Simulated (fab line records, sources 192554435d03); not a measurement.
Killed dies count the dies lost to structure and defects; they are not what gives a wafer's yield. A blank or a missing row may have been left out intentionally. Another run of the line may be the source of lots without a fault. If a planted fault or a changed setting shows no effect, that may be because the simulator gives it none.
Chamber matching	flow n5-finfet	N5_BEOL_M1_ALD_84 on ald-metal-02: 4 sister chambers
The step deposits TaN, pulse time 2 s, purge time 3 s, co reactant purge time 2 s. 4 wafers are shown with their chamber, then 11 later ones without.

== EACH WAFER AND ITS CHAMBER ==
wafer	chamber	heater-power-w (W)
L087.2	2	425
L089.2	1	404
L089.5	3	383
L091.2	0	366

== WAFERS WITHOUT THEIR CHAMBER ==
wafer	heater-power-w (W)
L091.4	423
L091.6	369
L092.2	402
L092.3	376
L092.5	381
L093.1	414
L093.4	384
L093.6	367
L095.2	392
L095.3	397
L095.4	428

== WHICH CHAMBER EACH WENT THROUGH ==
wafer	from the rows above	in truth
L091.4	2	2
L091.6	0	0
L092.2	1	1
L092.3	can't be placed: 3 or 0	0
L092.5	3	3
L093.1	can't be placed: 1 or 2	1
L093.4	3	3
L093.6	0	0
L095.2	can't be placed: 3 or 1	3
L095.3	can't be placed: 1 or 3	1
L095.4	2	2
Correctly placed: 7 of 11. From these rows, 4 cannot be placed; in 4 the true chamber is one of the candidates. Wrongly placed: 0.
How it was worked out, from the rows above alone: a wafer's distance from a chamber is the root of the sum, over the readings, of the square of ((its reading less the chamber's mean) divided by the reading's scatter). The wafer belongs to the nearest chamber; if the next one is less than 2 further off, it can't be placed. For every chamber, the mean is computed from those of its wafers that are shown. The scatter: root of mean squared gap, hidden wafer to nearest shown wafer, with one shown wafer a chamber.
